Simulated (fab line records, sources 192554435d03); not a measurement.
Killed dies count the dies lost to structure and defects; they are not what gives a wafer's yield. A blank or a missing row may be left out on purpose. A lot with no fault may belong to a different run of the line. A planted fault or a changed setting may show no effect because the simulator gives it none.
Chamber matching    flow n5Finfet    4 sister chambers for N5_FIN_CUT_ETCH_20 on rieDiel-06
The step etches SiARC in CF4, target depth 26 nm, time 43.3 s. 4 wafers are shown with their chamber, then 9 later ones without.

## WAFERS PAIRED WITH THEIR CHAMBERS
wafer   chamber  showerheadPlenumPTorr (Torr)
L080.4  0        2.10
L086.4  1        2.06
L087.1  3        2.06
L087.5  2        2.21

## WAFERS WITH NO CHAMBER GIVEN
wafer   showerheadPlenumPTorr (Torr)
L089.2  2.06
L089.3  2.21
L089.5  2.06
L091.2  2.06
L091.5  2.06
L091.6  2.21
L096.2  2.05
L096.5  2.21
L096.6  2.05

## WHICH CHAMBER EACH WENT THROUGH
wafer   from the rows above      in truth
L089.2  can't be placed: 1 or 3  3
L089.3  2                        2
L089.5  can't be placed: 1 or 3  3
L091.2  can't be placed: 1 or 3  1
L091.5  can't be placed: 1 or 3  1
L091.6  2                        2
L096.2  can't be placed: 1 or 3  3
L096.5  2                        2
L096.6  can't be placed: 1 or 3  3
Correctly placed: 3 of 9. From these rows, 6 cannot be placed; in 6 the true chamber is one of the candidates. 0 placed wrongly.
How it was worked out, from the rows above alone: a wafer's distance from a chamber is the root of the sum, over the readings, of the square of ((its reading less the chamber's mean) divided by the reading's scatter). The wafer belongs to the nearest chamber; if the next one is less than 2 further off, it can't be placed. Each chamber's mean is taken over the wafers shown for it. The scatter: root of mean squared gap, hidden wafer to nearest shown wafer, with one shown wafer a chamber.
